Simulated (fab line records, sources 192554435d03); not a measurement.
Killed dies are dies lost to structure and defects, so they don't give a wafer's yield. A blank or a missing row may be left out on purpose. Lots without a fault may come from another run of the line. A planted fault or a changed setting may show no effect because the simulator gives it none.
Split-lot experiment | flow n5_finfet | 7 lots, 21 wafers read, on a route of 1938 steps

THE SPLIT
At N5_MIM_BOT_ETCH_ETCH_04 (etches SiNx in CF4/O2, target depth 26 nm, time 13 s), the setting time_s was moved away from the recipe's 13 s on 5 of the 21 wafers read, by -15.6% to +14.9%. The other wafers ran this setting at the recipe's value.

The reading is taken at the split's own step.

THE READING
etch.depth_nm (the simulator's own value, which no gauge read), in nm, at N5_MIM_BOT_ETCH_ETCH_04 (etches SiNx in CF4/O2, target depth 26 nm, time 13 s). The file gives no usual value for it. The 16 wafers here that ran the recipe average 26.53 nm, standard deviation 0.6 nm.

wafer  | tool, chamber at the split | time_s as run, s | against the recipe | etch.depth_nm, nm | against lot-mates on the recipe
L080.2 | rie_diel-04, 2             | 13               | recipe             | 25.71             | -
L080.3 | rie_diel-04, 1             | 13               | recipe             | 26.37             | -
L080.5 | rie_diel-04, 3             | 13               | recipe             | 27.17             | -
L081.1 | rie_diel-06, 1             | 13               | recipe             | 27.57             | -
L081.3 | rie_diel-06, 2             | 13               | recipe             | 26.3              | -
L081.4 | rie_diel-06, 2             | 13               | recipe             | 26.27             | -
L082.1 | rie_diel-05, 2             | 13               | recipe             | 26.13             | -
L082.3 | rie_diel-05, 1             | 14.29            | +9.9%              | 28.91             | +2.24
L082.4 | rie_diel-05, 3             | 13               | recipe             | 27.22             | -
L083.1 | rie_diel-06, 3             | 13               | recipe             | 26.44             | -
L083.4 | rie_diel-06, 2             | 13               | recipe             | 25.81             | -
L083.6 | rie_diel-06, 1             | 13               | recipe             | 27.2              | -
L088.3 | rie_diel-06, 1             | 13               | recipe             | 27.12             | -
L088.4 | rie_diel-06, 0             | 13               | recipe             | 25.77             | -
L088.5 | rie_diel-06, 3             | 14.94            | +14.9%             | 30.55             | +4.11
L094.1 | rie_diel-04, 2             | 13               | recipe             | 25.8              | -
L094.2 | rie_diel-04, 0             | 10.97            | -15.6%             | 22.67             | -3.78
L094.5 | rie_diel-04, 0             | 13               | recipe             | 27.1              | -
L093.2 | rie_diel-05, 3             | 13               | recipe             | 26.52             | -
L093.4 | rie_diel-05, 3             | 14.66            | +12.8%             | 30.2              | +3.68
L093.5 | rie_diel-05, 2             | 14.66            | +12.8%             | 29.47             | +2.95

THE FIT
A straight line over all 21 wafers: etch.depth_nm changes by +0.256 nm for each +1% of time_s; r = +0.95; the points scatter about the line by 0.56 nm.
The same after taking each lot's own level away (the mean of its wafers on the recipe; 21 wafers): +0.254 nm for each +1%; r = +0.95; scatter 0.56 nm.
On that fit, the largest move of time_s shifts the reading by 4 nm.
The lots' own levels span 26.417 to 26.713 nm, that is 0.5 times the standard deviation above.
So the lot-to-lot level changes the slope little: the two slopes agree.
Check: with one of the wafers moved furthest among these (-15.6%) left out of the fit, the line predicts -4.07 nm for it against its lot-mates. It came out at -3.78 nm against them.

THE FILE'S OWN FIT
etch.depth_nm changes by +0.254 nm for each +1% of time_s, r = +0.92.
